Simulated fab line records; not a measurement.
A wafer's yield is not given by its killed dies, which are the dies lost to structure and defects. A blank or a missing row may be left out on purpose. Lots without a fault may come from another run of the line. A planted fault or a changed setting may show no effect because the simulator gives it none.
Matching of chambers :: flow nandHarc :: cmp-02 running NHARC_A_DECK1_JOINT_CMP_02: 4 sister chambers
The step polishes SiOx. 27 wafers are shown with their chamber, then 12 later ones without.

## WAFERS, EACH WITH ITS CHAMBER
wafer: L074.2
chamber: 1
motorCurrentA (A): 12.4

wafer: L074.3
chamber: 2
motorCurrentA (A): 12.6

wafer: L074.4
chamber: 3
motorCurrentA (A): 12.7

wafer: L074.1
chamber: 0
motorCurrentA (A): 9.2

wafer: L074.5
chamber: 2
motorCurrentA (A): 12.0

wafer: L074.6
chamber: 1
motorCurrentA (A): 12.7

wafer: L078.2
chamber: 2
motorCurrentA (A): 12.2

wafer: L078.4
chamber: 0
motorCurrentA (A): 9.1

wafer: L078.5
chamber: 0
motorCurrentA (A): 9.2

wafer: L079.1
chamber: 0
motorCurrentA (A): 9.4

wafer: L079.2
chamber: 2
motorCurrentA (A): 11.8

wafer: L079.4
chamber: 3
motorCurrentA (A): 12.6

wafer: L079.3
chamber: 1
motorCurrentA (A): 12.2

wafer: L079.5
chamber: 2
motorCurrentA (A): 12.2

wafer: L079.6
chamber: 3
motorCurrentA (A): 12.4

wafer: L082.1
chamber: 3
motorCurrentA (A): 12.2

wafer: L082.3
chamber: 1
motorCurrentA (A): 12.6

wafer: L082.6
chamber: 1
motorCurrentA (A): 13.0

wafer: L083.1
chamber: 1
motorCurrentA (A): 12.4

wafer: L083.4
chamber: 3
motorCurrentA (A): 12.4

wafer: L083.5
chamber: 3
motorCurrentA (A): 12.6

wafer: L085.3
chamber: 0
motorCurrentA (A): 9.6

wafer: L085.5
chamber: 3
motorCurrentA (A): 12.6

wafer: L085.6
chamber: 2
motorCurrentA (A): 12.3

wafer: L086.2
chamber: 2
motorCurrentA (A): 12.3

wafer: L086.4
chamber: 1
motorCurrentA (A): 12.6

wafer: L086.5
chamber: 1
motorCurrentA (A): 12.2

SIGNATURES, as means of the wafers listed above
reading: motorCurrentA
chamber 0: 9.300
chamber 1: 12.512
chamber 2: 12.200
chamber 3: 12.500
scatter within a chamber: 0.231
Rule: distance of a wafer from a chamber = root of the sum over the readings of ((wafer's reading minus chamber's mean) / reading's scatter) squared. The wafer belongs to the nearest chamber; if the next one is less than 2 further off, it can't be placed. The scatter is the square root of a quotient: the sum, over the shown wafers, of each reading's squared deviation from its chamber's mean, divided by wafers minus chambers.

## WAFERS MISSING THEIR CHAMBER
wafer: L086.1
motorCurrentA (A): 12.6

wafer: L086.3
motorCurrentA (A): 9.4

wafer: L086.6
motorCurrentA (A): 13.0

wafer: L088.4
motorCurrentA (A): 12.2

wafer: L088.5
motorCurrentA (A): 11.5

wafer: L088.6
motorCurrentA (A): 12.6

wafer: L090.2
motorCurrentA (A): 9.0

wafer: L090.4
motorCurrentA (A): 12.6

wafer: L090.5
motorCurrentA (A): 12.6

wafer: L092.3
motorCurrentA (A): 9.0

wafer: L092.5
motorCurrentA (A): 13.5

wafer: L092.6
motorCurrentA (A): 12.2

## WHICH CHAMBER EACH WENT THROUGH
wafer: L086.1
from the rows above: can't be placed: 1 or 3 or 2
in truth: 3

wafer: L086.3
from the rows above: 0
in truth: 0

wafer: L086.6
from the rows above: can't be placed: 1 or 3 or 2
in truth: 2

wafer: L088.4
from the rows above: can't be placed: 2 or 3 or 1
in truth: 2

wafer: L088.5
from the rows above: can't be placed: 2 or 3 or 1
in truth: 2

wafer: L088.6
from the rows above: can't be placed: 1 or 3 or 2
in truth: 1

wafer: L090.2
from the rows above: 0
in truth: 0

wafer: L090.4
from the rows above: can't be placed: 1 or 3 or 2
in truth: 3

wafer: L090.5
from the rows above: can't be placed: 1 or 3 or 2
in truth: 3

wafer: L092.3
from the rows above: 0
in truth: 0

wafer: L092.5
from the rows above: can't be placed: 1 or 3 or 2
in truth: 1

wafer: L092.6
from the rows above: can't be placed: 2 or 3 or 1
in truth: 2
Correctly placed: 3 of 12. These rows do not allow placing 9 (true chamber among the candidates in 9). Wrongly placed: 0.
